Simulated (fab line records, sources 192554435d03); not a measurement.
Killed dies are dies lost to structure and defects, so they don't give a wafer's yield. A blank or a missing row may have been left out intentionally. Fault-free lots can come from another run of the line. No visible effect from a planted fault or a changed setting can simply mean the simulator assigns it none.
A lot that was struck, set against a sound lot -- flow n5Finfet -- 14 steps out of a route of 1938
Sound: the wafers L956.1, L956.2, L956.5. Wafers L957.1, L957.3, L957.5 were the ones struck. The cause is given at the end.
Per side, at each step with rows, come the tool, then ch with its chambers, and then its first start. Under that, the readings that differ: sound wafers -- struck wafers -- difference of the means -- sigmas: that difference in standard deviations of wafers without a fault.
alike: readings whose means differ by less than 2 such deviations, and words and numbers that are the same on both sides. not compared: withheld readings, readings that some wafer has no value for, bounds like >300 that may hide the same value, and numbers for which the record gives no deviation and whose values overlap.
The two part at a step that has a row with sigmas, a row that says differs or no value, or rows on one side only. Non-overlapping numbers with no deviation appear without sigmas and do not part them. Lack of a reading on every wafer of one side parts them only where that side has two or more wafers.

first, 1 step without rows for these wafers: N5_BEOL_M14_PRE_CLEAN_52 (time 15 s).
N5_BEOL_M14_DEP_53: deposits SiCN from 3MS/NH3, target thk 50 nm, time 17.8 s.
  sound on pecvd-03 ch 0,1,2, day 15 13:43; struck on pecvd-04 ch 0,1,2, day 16 10:07
  alike: rfFwdPowerW, showerheadPlenumPTorr, throttleValvePct
N5_BEOL_M14_RS_MEAS_54: the measuring method here is four-point-probe.
  sound on filmMetro-01, day 15 13:47; struck on filmMetro-02, day 16 10:10
  alike: M14_RS
N5_BEOL_M14_INSPECT_55: inspects for defects (darkfield).
  sound on defectInspect-02, day 15 13:49; struck on defectInspect-02, day 16 10:12
  alike: rawDefectCount
N5_BEOL_M15_ILD_DEP_00: deposits SiO2 from TEOS/O2, target thk 1629.3 nm, time 346.1 s.
  sound on pecvd-01 ch 0,1,2, day 15 13:50; struck on pecvd-01 ch 0,2, day 16 10:14
  alike: heaterPowerW, rfFwdPowerW, showerheadPlenumPTorr, throttleValvePct
N5_BEOL_M15_THK_MEAS_01:
  sound on filmMetro-02, day 15 14:05; struck on filmMetro-02, day 16 10:29
  alike: M15_ILD_THK
then, 6 steps without rows for these wafers: N5_BEOL_M15_COAT_58 (time 60 s, resist thk 89 nm); N5_BEOL_M15_COAT_04 (resist thk 800 nm); N5_BEOL_M15_EBR_06; N5_BEOL_M15_SOFTBAKE_05 (time 60 s); N5_BEOL_M15_EXPOSE_07 (exposes mask V14); N5_BEOL_M15_PEB_08 (peb time 90 s).
N5_BEOL_M15_DEVELOP_09: develop time 45 s.
  struck on lithoTrack-05, day 16 10:41; sound on lithoTrack-05 ch 0, day 15 14:25
  no value came back on the struck wafers for chillPlateTempC (C), developTimeS (s); on the sound wafers chillPlateTempC (C) reads 23.05 23.09 23.01
reading,sound,struck,difference,sigmas
model.coat_of_BEOL_M15_COAT_04.thkNm (nm),789.2 784.4 782.8,798.8 799.8 800.6,+14.3,
then, 1 step without rows for these wafers: N5_BEOL_M15_HARDBAKE_14 (time 120 s).

WHERE THEY PART
Only at N5_BEOL_M15_DEVELOP_09, within this record.

WHY: whatever the simulator had introduced
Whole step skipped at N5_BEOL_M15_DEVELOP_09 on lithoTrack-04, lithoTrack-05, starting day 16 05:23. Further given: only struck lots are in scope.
